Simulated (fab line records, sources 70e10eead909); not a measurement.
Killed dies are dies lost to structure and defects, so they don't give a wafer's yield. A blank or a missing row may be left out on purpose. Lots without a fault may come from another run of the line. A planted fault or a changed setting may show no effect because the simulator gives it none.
Which tool did it? | flow nand_harc | 6 lots, 18 wafers sampled, at 5 steps of a route of 1302

WHAT THE GAUGES READ, wafer by wafer
NHARC_END_SORT_01.
lot  | measured     | on        | killed_at_array
L427 | day 27 00:41 | prober-01 | 39 189 30
L434 | day 30 03:25 | prober-02 | 47 66 43

WHICH TOOL RAN EACH LOT (tool, then ch and the chambers of the sampled wafers, then the start)
lot  | NHARC_A_CONTACT_ETCH_78                       | NHARC_A_CONTACT_ETCH_124             | NHARC_A_CONTACT_ETCH_127             | NHARC_A_CONTACT_ETCH_106
L420 | rie_diel-09 ch 0,2,3, day 22 13:20 or earlier | har_cap_etch-03 ch 0,1, day 22 13:20 | har_cap_etch-03 ch 0,1, day 22 13:54 | rie_diel-11 ch 0,2,3, day 22 16:32
L427 | rie_diel-11 ch 0,1,3, day 24 15:08 or earlier | har_cap_etch-02 ch 0,1, day 24 15:08 | har_cap_etch-02 ch 0,1, day 24 15:41 | rie_diel-11 ch 1,2, day 24 18:05
L434 | rie_diel-11 ch 1,3, day 27 14:24 or earlier   | har_cap_etch-03 ch 0, day 27 14:24   | har_cap_etch-03 ch 0, day 27 15:08   | rie_diel-02 ch 0,3, day 27 17:59
L439 | rie_diel-11 ch 1,2,3, day 29 19:06 or earlier | har_cap_etch-02 ch 0,1, day 29 19:06 | har_cap_etch-02 ch 0,1, day 29 19:39 | rie_diel-11 ch 0,2,3, day 29 21:59
L441 | rie_diel-11 ch 0,1,2, day 30 18:40 or earlier | har_cap_etch-02 ch 0,1, day 30 18:40 | har_cap_etch-02 ch 0,1, day 30 19:13 | rie_diel-11 ch 0,1,3, day 30 21:34
L443 | rie_diel-11 ch 1,2,3, day 31 00:55 or earlier | har_cap_etch-01 ch 0,1, day 31 00:55 | har_cap_etch-01 ch 0,1, day 31 01:27 | rie_diel-11 ch 0,2,3, day 31 03:47
- NHARC_A_CONTACT_ETCH_78: etches the open film in O2/COS, target depth 5300 nm, time 1378 s.
- NHARC_A_CONTACT_ETCH_124: etches the open film in C4F8/O2/Ar, time 140 s, target depth 700 nm.
- NHARC_A_CONTACT_ETCH_127: etches the open film in C4F8/O2/Ar, time 197 s, target depth 1918 nm.
- NHARC_A_CONTACT_ETCH_106: etches the open film in CF4/O2, target depth 90 nm, overetch 9 nm, time 49.5 s.

THE ANSWER, worked out from the rows above alone
Rule: what is usual is taken from the lots themselves. Put in order of their means at a reading, lots are off if they are a third of the lots or fewer, leave a main group of 4 or more, and stand apart from it by a gap of 3 or more times the standard deviation of the main group's means; of several such gaps the widest counts. A main group whose means are all the same, to the digits that the tables above print for the reading, isn't used. A lot without any number at a reading at which 4 lots or more have one is off too. The other lots that the step has rows for count as sound.
No lot is off at any reading shown: from this, nothing can be told.

WHAT THE SIMULATOR HAD PUT IN
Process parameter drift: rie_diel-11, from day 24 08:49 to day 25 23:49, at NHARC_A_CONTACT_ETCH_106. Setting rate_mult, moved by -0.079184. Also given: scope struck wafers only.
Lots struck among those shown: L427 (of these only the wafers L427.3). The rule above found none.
